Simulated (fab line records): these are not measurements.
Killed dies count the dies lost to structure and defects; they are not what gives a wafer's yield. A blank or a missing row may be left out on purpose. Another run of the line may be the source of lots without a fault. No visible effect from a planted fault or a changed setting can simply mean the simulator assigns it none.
Chamber matching ; flow n5Finfet ; N5_BEOL_M15_CMP_49 on cmp-03: 4 sister chambers
The step polishes, stops on SiO2, t overpolish 4.9 s, target thk 850 nm. 4 wafers are shown with their chamber, then 12 later ones without.

WAFERS PAIRED WITH THEIR CHAMBERS
wafer;chamber;motorCurrentA (A)
L085.2;3;7.9
L088.1;1;8.1
L088.3;0;8.8
L088.4;2;8.5

WAFERS WITHOUT THEIR CHAMBER
wafer;motorCurrentA (A)
L087.2;8.1
L087.4;8.0
L087.6;7.2
L090.1;8.7
L090.2;8.3
L090.4;8.3
L092.2;7.7
L092.3;8.5
L092.5;8.1
L097.1;7.5
L097.3;7.8
L097.5;8.2

WHICH CHAMBER EACH WENT THROUGH
wafer;from the rows above;in truth
L087.2;can't be placed: 1 or 3 or 2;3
L087.4;can't be placed: 1 or 3 or 2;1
L087.6;can't be placed: 3 or 1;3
L090.1;can't be placed: 0 or 2 or 1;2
L090.2;can't be placed: 2 or 1 or 3 or 0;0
L090.4;can't be placed: 2 or 1 or 3 or 0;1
L092.2;can't be placed: 3 or 1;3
L092.3;can't be placed: 2 or 0 or 1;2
L092.5;can't be placed: 1 or 3 or 2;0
L097.1;can't be placed: 3 or 1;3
L097.3;can't be placed: 3 or 1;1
L097.5;can't be placed: 1 or 3 or 2 or 0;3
Correctly placed: 0 of 12. Cannot be placed on the basis of these rows: 12; the candidates contain the true chamber in 11. Wrongly placed: 0.
How it was worked out, from the rows above alone: a wafer's distance from a chamber is the root of the sum, over the readings, of the square of ((its reading less the chamber's mean) divided by the reading's scatter). If the next closest chamber is less than 2 further off than the closest, the wafer can't be placed; otherwise it belongs to the closest. The mean given for a chamber averages the wafers shown for that chamber. The scatter: with one shown wafer a chamber, the root of the mean of the squares of how far each hidden wafer lies from its nearest shown one.
